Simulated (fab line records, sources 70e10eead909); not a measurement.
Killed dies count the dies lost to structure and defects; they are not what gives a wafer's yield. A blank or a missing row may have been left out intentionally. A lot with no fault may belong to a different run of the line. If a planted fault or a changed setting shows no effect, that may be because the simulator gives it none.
fab line records	flow nand-harc
[record] lots = 11	wafers = 33	last-day = 27
route steps=1159 shown A_STAIRCASE@710 A_SGD_CUT@755
lots with no fault: from the same line, run without faults
start-h: hours from the record's first day to the start of the lot's first wafer shown	wait-h: hours elapsed since this lot's preceding step	" as in the row above	L1.1+2: one row covering several wafers at once	- no value present, or no start provided	* or withheld: withheld	< > ~ a bound
route shown NAME@n: NAME is a module with steps in the file, n the number in the route of the first one	usual: the fault-free wafers' mean and standard deviation	same: alike in all rows	chamber/n: place in a boat	sites: per-site readings	_std_site: standard deviation of those values	_edge_site: mean of outer sites minus mean of inner sites	radius-mm: how far each site lies from the wafer's centre	mask NAME#n: copy n	behind: the tool/chamber that last shaped the wafer	hold: why the lot was held/for how many hours/how that ended	device: the n, p or np transistor that did not switch	end of line: tests run on the same wafers once the route is complete	a step with no rows: only its recipe	killed: not the wafer's yield, but the dies lost to structure and defects at the first sort	map: a wafer's dies, marking killed ones x, the rest . and places with no die _
set.NAME: the setting the step ran with; set.NAME@STEP: the setting that earlier step ran with	model.NAME: the simulator's own value behind a step, which no gauge read
a sample of lots followed through the steps of the route, with each step as a table and each wafer as a row
services: the hour from which a tool's chamber was out of use, counted from the record's first day as start-h (under 0 if before that day), plus the number of hours and why
[[steps]]
[step NHARC_A_STAIRCASE_DEP_322]
[recipe] target-thk-a = 38000	temp-c = 400	target-thk-nm = 3800	teos-flow-sccm = 200	rf-w = 500	material = SiO2
[usual] heater-power-w = 673/89
lot.wafer	tool	chamber	start-h	wait-h	heater-power-w
L552.1	pecvd-01	1	347.65	0.1	568
L552.3	"	2	"	"	771
L552.6	"	2	"	"	703
L551.1	pecvd-01	2	348.30	0.7	706
L551.6	"	2	"	"	699
L551.4	"	0	"	"	599
L549.2	pecvd-01	1	356.50	0.2	599
L549.1	"	2	"	"	833
L549.5	"	1	"	"	561
L554.6	pecvd-02	1	362.46	1.0	540
L554.5	"	2	"	"	675
L554.4	"	0	"	"	619
L553.6	pecvd-02	2	369.05	0.3	664
L553.4	"	0	"	"	616
L553.5	"	1	"	"	549
L555.2	pecvd-01	1	369.32	0.6	652
L555.3	"	2	"	"	858
L555.6	"	2	"	"	691
L563.2	pecvd-01	0	389.91	0.2	663
L563.4	"	2	"	"	697
L563.5	"	0	"	"	606
L560.3	pecvd-03	2	394.99	0.2	608
L560.1	"	0	"	"	869
L560.5	"	1	"	"	628
L566.1	pecvd-03	2	395.56	0.8	679
L566.2	"	0	"	"	868
L566.6	"	0	"	"	736
L565.5	pecvd-02	1	395.82	1.0	552
L565.4	"	2	"	"	661
L565.6	"	0	"	"	599
L567.2	pecvd-01	1	400.84	0.2	650
L567.1	"	2	"	"	879
L567.6	"	0	"	"	603
[step NHARC_A_STAIRCASE_DESCUM_443]
[recipe] time-s = 3	o2-flow-sccm = 200	ar-flow-sccm = 0	bias-power-w = 0	chemistry = O2
[usual] drypump-motor-current-A = 5.9/0.49	mfc-ar-sccm = 0.004/0.0084	oes-product-au = 0.999/0.0087	rf-vpp-V = 57.8/0.98	showerhead-plenum-p-Torr = 1.91/0.073	throttle-valve-pct = 11.310/0.0095
[same] time-s = 3
lot.wafer	tool	chamber	start-h	wait-h	drypump-motor-current-A	mfc-ar-sccm	oes-product-au	rf-hours-counter-h	rf-vpp-V	showerhead-plenum-p-Torr	throttle-valve-pct
L551.4	rie-diel-05	1	363.50	-	6.0	0	1.000	4	57.7	1.87	11.315
L551.1	"	2	"	"	6.4	0	0.994	3	58.4	1.99	11.301
L551.6	"	2	"	"	6.5	0	1.001	-	58.4	1.99	11.313
L552.3	rie-diel-11	1	363.62	-	5.8	0	1.007	51	57.8	1.97	11.324
L552.1	"	2	"	"	5.9	0	0.980	59	55.5	1.78	11.284
L552.6	"	2	"	"	5.9	0	0.985	-	58.3	1.78	11.319
L549.1	rie-diel-04	2	372.24	-	6.4	0	0.997	37	57.1	1.93	11.312
L549.2	"	3	"	"	5.1	0.010	1.009	43	58.6	2.05	11.302
L549.5	"	2	"	"	6.4	0	1.010	-	57.9	1.93	11.309
L554.4	rie-diel-05	3	381.11	-	5.5	0.017	1.000	14	58.9	1.83	11.329
L554.5	"	0	"	"	5.2	0	0.992	-	58.1	1.92	11.316
L554.6	"	1	"	"	6.1	0	1.002	-	58.1	1.87	11.311
L553.4	rie-diel-04	2	388.01	-	6.4	0	1.001	44	57.9	1.93	11.314
L553.5	"	2	"	"	6.4	0	1.000	-	59.2	1.93	11.303
L553.6	"	3	"	"	5.1	0.010	0.997	-	59.3	2.04	11.299
L555.2	rie-diel-05	1	388.19	-	6.1	0	1.001	18	57.0	1.87	11.315
L555.3	"	3	"	"	5.5	0.017	1.000	17	57.4	1.83	11.308
L555.6	"	1	"	"	6.1	0	0.996	-	56.7	1.87	11.308
L563.4	rie-diel-05	1	406.43	-	6.0	0	0.992	26	58.2	1.86	11.314
L563.2	"	3	"	"	5.5	0.017	0.994	26	58.3	1.82	11.312
L563.5	"	2	"	"	6.4	0	0.999	-	58.0	1.98	11.316
L566.2	rie-diel-05	2	413.12	-	6.5	0	1.001	27	58.6	1.98	11.332
L566.1	"	3	"	"	5.5	0.017	1.000	28	58.2	1.82	11.299
L566.6	"	3	"	"	5.5	0.017	1.006	-	57.3	1.82	11.312
L567.1	rie-diel-04	2	413.19	-	6.4	0	1.005	56	59.3	1.93	11.309
L567.2	"	1	"	"	5.4	0	1.006	60	57.1	1.93	11.315
L567.6	"	2	"	"	6.4	0	1.004	-	57.7	1.93	11.312
L565.5	rie-diel-04	2	413.30	-	6.4	0	0.994	-	58.5	1.93	11.309
L565.6	"	0	"	"	6.4	0	1.003	-	55.6	1.83	11.309
L565.4	"	1	"	"	5.4	0	1.004	-	58.8	1.93	11.318
L560.1	rie-diel-04	0	413.33	-	6.5	0	0.995	61	56.8	1.83	11.303
L560.3	"	2	"	"	6.4	0	0.991	56	57.9	1.93	11.316
L560.5	"	1	"	"	5.4	0	1.002	-	56.8	1.93	11.306
[step NHARC_A_STAIRCASE_ETCHBACK_422]
[recipe] target-depth-a = 400	over-etch-frac = 0.3	time-s = 74.286	ion-energy-ev = 120	ch3f-flow-sccm = 50	o2-flow-sccm = 30	ar-flow-sccm = 200	rf-w = 500	bias-w = 100	chemistry = CH3F/O2
[usual] bias-w = 100.0/0.31	drypump-motor-current-A = 5.8/0.47	mfc-ar-sccm = 200.0/0.61	oes-product-au = 0.97/0.032	rf-vpp-V = 244.6/1.5	showerhead-plenum-p-Torr = 2.48/0.099	throttle-valve-pct = 20.662/0.0094
[same] time-s = 74.286
lot.wafer	tool	chamber	start-h	wait-h	bias-w	drypump-motor-current-A	mfc-ar-sccm	oes-product-au	rf-hours-counter-h	rf-vpp-V	showerhead-plenum-p-Torr	throttle-valve-pct
L551.4	rie-diel-04	2	369.48	0.5	100.0	6.4	199.7	0.92	36	245.6	2.48	20.669
L551.1	"	3	"	"	100.2	5.1	199.6	0.93	42	246.9	2.63	20.653
L551.6	"	0	"	"	100.2	6.5	199.9	0.92	-	242.4	2.36	20.651
L552.1	rie-diel-05	1	369.98	0.3	100.3	6.1	200.3	0.99	9	243.6	2.41	20.661
L552.3	"	2	"	"	100.0	6.5	200.6	0.99	7	245.0	2.55	20.649
L552.6	"	1	"	"	100.5	6.1	200.2	1.00	-	244.0	2.41	20.668
L549.1	rie-diel-11	0	377.89	0.1	99.6	6.1	199.3	1.00	0	248.5	2.63	20.662
L549.2	"	1	"	"	100.1	5.8	200.8	0.99	0	245.8	2.53	20.663
L549.5	"	1	"	"	100.2	5.8	201.8	0.99	-	245.3	2.53	20.670
L554.4	rie-diel-04	3	384.84	0.1	99.6	5.1	200.0	0.92	50	246.4	2.62	20.663
L554.5	"	3	"	"	99.7	5.1	200.4	0.92	-	245.8	2.62	20.673
L554.6	"	0	"	"	100.0	6.5	200.4	0.94	-	242.1	2.35	20.681
L553.4	rie-diel-04	2	392.06	0.2	99.7	6.4	199.4	1.01	48	242.7	2.48	20.661
L553.5	"	0	"	"	100.6	6.4	200.3	1.01	-	243.4	2.35	20.640
L553.6	"	1	"	"	100.3	5.4	200.2	1.01	-	245.5	2.49	20.674
L555.2	rie-diel-11	2	393.49	0.3	99.8	5.9	199.9	1.00	5	242.5	2.29	20.666
L555.3	"	3	"	"	100.3	5.3	199.5	0.99	6	245.9	2.49	20.657
L555.6	"	3	"	"	100.0	5.3	199.4	0.98	-	244.1	2.49	20.686
L563.2	rie-diel-05	2	410.17	0.1	100.0	6.4	198.8	0.99	25	244.5	2.54	20.652
L563.4	"	2	"	"	100.0	6.4	199.7	1.00	-	246.1	2.54	20.671
L563.5	"	0	"	"	100.1	5.3	200.1	0.99	-	243.3	2.46	20.671
L566.2	rie-diel-11	0	417.15	0.4	99.3	6.0	199.8	0.99	15	245.7	2.63	20.666
L566.1	"	3	"	"	99.6	5.3	199.2	0.98	16	245.9	2.49	20.667
L566.6	"	1	"	"	100.6	5.8	199.4	0.99	-	244.1	2.52	20.655
L567.2	rie-diel-11	3	417.89	0.6	100.3	5.3	198.6	0.93	16	244.7	2.49	20.676
L567.1	"	0	"	"	100.0	6.1	201.1	0.92	16	246.6	2.63	20.662
L567.6	"	3	"	"	99.8	5.3	199.4	0.92	-	245.7	2.49	20.683
L565.4	rie-diel-04	0	419.45	0.2	99.7	6.4	200.1	0.99	-	243.3	2.35	20.657
L565.6	"	1	"	"	100.0	5.4	200.6	0.98	-	246.1	2.48	20.655
L565.5	"	2	"	"	100.3	6.4	199.7	0.99	-	245.4	2.47	20.671
L560.1	rie-diel-11	0	421.26	0.1	100.4	6.1	200.3	1.00	17	246.7	2.62	20.677
L560.3	"	1	"	"	99.5	5.8	200.5	1.00	20	246.0	2.52	20.660
L560.5	"	0	"	"	100.0	6.1	199.1	0.99	-	248.0	2.62	20.649
[step NHARC_A_SGD_CUT_EXPOSE_06]
[recipe] na = 1.35	dose-mj = 85.59	mask-id = SGD
[usual] exposure-dose-mJ-cm2 = 85.60/0.084	focus-offset-nm = 0.0/0.5
lot.wafer	tool	chamber	start-h	wait-h	mask	exposure-dose-mJ-cm2	focus-offset-nm
L551.1	arfi-scanner-03	0	371.62	-	SGD#0	85.64	-0.1
L551.4	"	0	"	"	SGD#0	85.64	-0.2
L551.6	"	0	"	"	SGD#0	85.63	0.1
L552.1	arfi-scanner-02	0	372.07	-	SGD#0	85.78	0.5
L552.3	"	0	"	"	SGD#0	85.83	-0.2
L552.6	"	0	"	"	SGD#0	85.71	0.7
L549.1	arfi-scanner-02	0	380.03	-	SGD#0	85.71	-0.1
L549.2	"	0	"	"	SGD#0	85.74	-0.5
L549.5	"	0	"	"	SGD#0	85.69	0.0
L554.4	arfi-scanner-03	0	386.77	-	SGD#0	85.43	-0.9
L554.5	"	0	"	"	SGD#0	85.60	0.5
L554.6	"	0	"	"	SGD#0	85.62	-0.5
L553.4	arfi-scanner-01	0	394.07	-	SGD#0	85.47	0.3
L553.5	"	0	"	"	SGD#0	85.60	0.1
L553.6	"	0	"	"	SGD#0	85.57	0.7
L555.2	arfi-scanner-01	0	396.00	-	SGD#0	85.60	0.2
L555.3	"	0	"	"	SGD#0	85.70	-0.4
L555.6	"	0	"	"	SGD#0	85.63	0.2
L563.2	arfi-scanner-01	0	412.17	-	SGD#0	63.68	0.3
L563.4	"	0	"	"	SGD#0	63.70	0.2
L563.5	"	0	"	"	SGD#0	63.65	-0.6
L566.1	arfi-scanner-02	0	419.74	-	SGD#0	85.58	0.7
L566.2	"	0	"	"	SGD#0	85.65	0.1
L566.6	"	0	"	"	SGD#0	85.69	0.0
L567.1	arfi-scanner-02	0	420.22	-	SGD#0	85.44	-0.4
L567.2	"	0	"	"	SGD#0	85.59	0.5
L567.6	"	0	"	"	SGD#0	85.60	0.7
L565.4	arfi-scanner-03	0	421.38	-	SGD#0	85.51	0.4
L565.5	"	0	"	"	SGD#0	85.62	1.0
L565.6	"	0	"	"	SGD#0	85.65	-0.2
L560.1	arfi-scanner-01	0	423.17	-	SGD#0	72.18	-0.6
L560.3	"	0	"	"	SGD#0	72.16	-0.1
L560.5	"	0	"	"	SGD#0	72.20	0.2
[step NHARC_A_SGD_CUT_CD_MEAS_09]
[recipe] target-cd-nm = 100	landing-energy-ev = 500
[usual] cd-nm = 100.1/0.43
lot.wafer	tool	chamber	start-h	wait-h	cd-nm
L551.1	cd-sem-02	0	371.76	-	100.3
L551.4	"	0	"	"	99.9
L551.6	"	0	"	"	100.1
L552.1	cd-sem-02	0	372.21	-	99.7
L552.3	"	0	"	"	100.0
L552.6	"	0	"	"	100.2
L549.1	cd-sem-02	0	380.17	-	99.9
L549.2	"	0	"	"	99.7
L549.5	"	0	"	"	100.4
L554.4	cd-sem-03	0	386.90	-	100.2
L554.5	"	0	"	"	100.9
L554.6	"	0	"	"	100.5
L553.4	cd-sem-02	0	394.20	-	99.5
L553.5	"	0	"	"	99.9
L553.6	"	0	"	"	100.1
L555.2	cd-sem-03	0	396.14	-	99.8
L555.3	"	0	"	"	99.8
L555.6	"	0	"	"	100.0
L563.2	cd-sem-03	0	412.30	-	82.7
L563.4	"	0	"	"	82.8
L563.5	"	0	"	"	83.0
L566.1	cd-sem-03	0	419.88	-	100.3
L566.2	"	0	"	"	100.5
L566.6	"	0	"	"	100.0
L567.1	cd-sem-03	0	420.36	-	100.3
L567.2	"	0	"	"	99.8
L567.6	"	0	"	"	100.1
L565.4	cd-sem-01	0	421.51	-	99.5
L565.5	"	0	"	"	100.1
L565.6	"	0	"	"	99.9
L560.1	cd-sem-02	0	423.31	-	89.4
L560.3	"	0	"	"	88.6
L560.5	"	0	"	"	89.0
[[services]]
tool	chamber	start-h	hours	kind
pecvd-03	1	332.93	3.5	repair
pecvd-02	-	334.14	13.0	pm
rie-diel-05	-	341.18	9.0	pm
rie-diel-04	0	347.35	-	clean
rie-diel-04	1	347.35	-	clean
rie-diel-04	2	347.35	-	clean
rie-diel-04	3	347.35	-	clean
pecvd-03	-	358.21	0.9	repair
arfi-scanner-01	-	360.31	0.5	repair
pecvd-03	-	360.50	2.8	repair
rie-diel-11	-	367.63	9.0	pm
arfi-scanner-01	-	370.21	4.0	pm
rie-diel-04	0	371.91	-	clean
rie-diel-04	1	371.91	-	clean
rie-diel-04	2	371.91	-	clean
rie-diel-04	3	371.91	-	clean
arfi-scanner-02	-	380.36	1.6	repair
rie-diel-04	0	396.41	-	clean
rie-diel-04	1	396.41	-	clean
rie-diel-04	2	396.41	-	clean
rie-diel-04	3	408.30	13.9	repair
rie-diel-11	0	409.28	3.9	repair
rie-diel-05	1	417.88	5.9	repair
pecvd-01	-	418.16	13.0	pm
[[key]]
[first-sign] step = NHARC_A_SGD_CUT_EXPOSE_06	reading = exposure-dose-mJ-cm2	direction = down	sigmas = 99+	usual = 85.60	struck = 67.93
[effect] step = NHARC_A_SGD_CUT_CD_MEAS_09	reading = cd-nm	direction = down	sigmas = 33	usual = 100.1	struck = 85.9	through = control-loop
met-at NHARC_A_SGD_CUT_EXPOSE_06
struck-lots L560,L563
tester-left-out L560,L563
[loop-trim] step = NHARC_A_SGD_CUT_EXPOSE_06	setting = dose	lots = L560
not-acting-at NHARC_A_STAIRCASE_DEP_322,NHARC_A_STAIRCASE_DESCUM_443,NHARC_A_STAIRCASE_ETCHBACK_422
onset-between 396.00 412.17
[fault] kind = process-parameter-drift	tool = arfi-scanner-01	chamber = -	onset-h = 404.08	steps = NHARC_A_SGD_CUT_EXPOSE_06	channel = dose-mj	offset = -21.951	shape = step	acts-in = these-recipes-only	stated = 85.59
// tester-left-out: of these lots the tester's yield and bins aren't shown, on N5 and GAA mostly nor the transistor test; their killed dies are dies lost to structure and defects alone, not to doping, threshold or leakage, so they don't give the yield
// loop-trim: a control loop set the setting to another value than it would have without faults
